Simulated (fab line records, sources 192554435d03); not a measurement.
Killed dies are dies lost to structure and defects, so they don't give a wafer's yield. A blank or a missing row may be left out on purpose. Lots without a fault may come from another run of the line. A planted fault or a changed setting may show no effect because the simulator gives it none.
Chamber matching | flow n5_finfet | N5_BEOL_M3_STRIP_19 on rie_diel-06: 4 sister chambers
The step strips in O2. 20 wafers are shown with their chamber, then 10 later ones without.

WAFERS WITH THEIR CHAMBER
wafer  | chamber | showerhead_plenum_p_Torr (Torr) | drypump_motor_current_A (A) | throttle_valve_pct (%)
L074.2 | 2       | 2.05                            | 6.0                         | 16.83
L074.3 | 0       | 2.16                            | 5.9                         | 16.55
L074.5 | 1       | 1.98                            | 6.3                         | 16.42
L078.2 | 3       | 2.18                            | 5.4                         | 16.51
L078.3 | 1       | 1.97                            | 6.3                         | 16.44
L078.6 | 2       | 2.04                            | 6.0                         | 16.86
L076.1 | 3       | 2.18                            | 5.4                         | 16.51
L076.5 | 2       | 2.04                            | 6.0                         | 16.86
L076.6 | 3       | 2.18                            | 5.4                         | 16.52
L083.1 | 1       | 1.97                            | 6.2                         | 16.45
L083.2 | 2       | 2.04                            | 6.0                         | 16.88
L083.5 | 0       | 2.16                            | 5.9                         | 16.58
L080.1 | 1       | 1.97                            | 6.2                         | 16.43
L080.3 | 3       | 2.18                            | 5.4                         | 16.50
L080.4 | 2       | 2.04                            | 6.0                         | 16.88
L081.1 | 2       | 2.04                            | 6.0                         | 16.87
L081.2 | 0       | 2.15                            | 5.9                         | 16.60
L081.4 | 1       | 1.97                            | 6.3                         | 16.44
L082.1 | 1       | 1.97                            | 6.3                         | 16.47
L082.2 | 3       | 2.18                            | 5.4                         | 16.52

SIGNATURES (means of the wafers above)
reading                  | chamber 0 | chamber 1 | chamber 2 | chamber 3 | scatter within a chamber
showerhead_plenum_p_Torr | 2.1567    | 1.9717    | 2.0417    | 2.1800    | 0.00382
drypump_motor_current_A  | 5.900     | 6.267     | 6.000     | 5.400     | 0.0289
throttle_valve_pct       | 16.5767   | 16.4417   | 16.8633   | 16.5120   | 0.0173
Rule: a wafer's distance from a chamber is the root of the sum, over the readings, of the square of ((its reading less the chamber's mean) divided by the reading's scatter). The wafer belongs to the nearest chamber; if the next one is less than 2 further off, it can't be placed. The scatter: the root of (the sum of the squares of (reading less its chamber's mean) over the shown wafers, divided by (wafers less chambers)).

WAFERS WITHOUT THEIR CHAMBER
wafer  | showerhead_plenum_p_Torr (Torr) | drypump_motor_current_A (A) | throttle_valve_pct (%)
L082.5 | 2.15                            | 6.0                         | 16.60
L087.4 | 2.04                            | 6.0                         | 16.87
L087.5 | 2.04                            | 6.0                         | 16.90
L087.6 | 2.18                            | 5.4                         | 16.53
L093.1 | 2.15                            | 5.9                         | 16.63
L093.3 | 2.03                            | 6.0                         | 16.90
L093.5 | 2.18                            | 5.4                         | 16.52
L097.1 | 1.97                            | 6.2                         | 16.48
L097.3 | 2.15                            | 5.9                         | 16.63
L097.5 | 2.03                            | 6.0                         | 16.93

WHICH CHAMBER EACH WENT THROUGH
wafer  | from the rows above | in truth
L082.5 | 0                   | 0
L087.4 | 2                   | 2
L087.5 | 2                   | 2
L087.6 | 3                   | 3
L093.1 | 0                   | 0
L093.3 | 2                   | 2
L093.5 | 3                   | 3
L097.1 | 1                   | 1
L097.3 | 0                   | 0
L097.5 | 2                   | 2
Placed correctly: 10 of 10. Can't be placed from these rows: 0. Placed wrongly: 0.
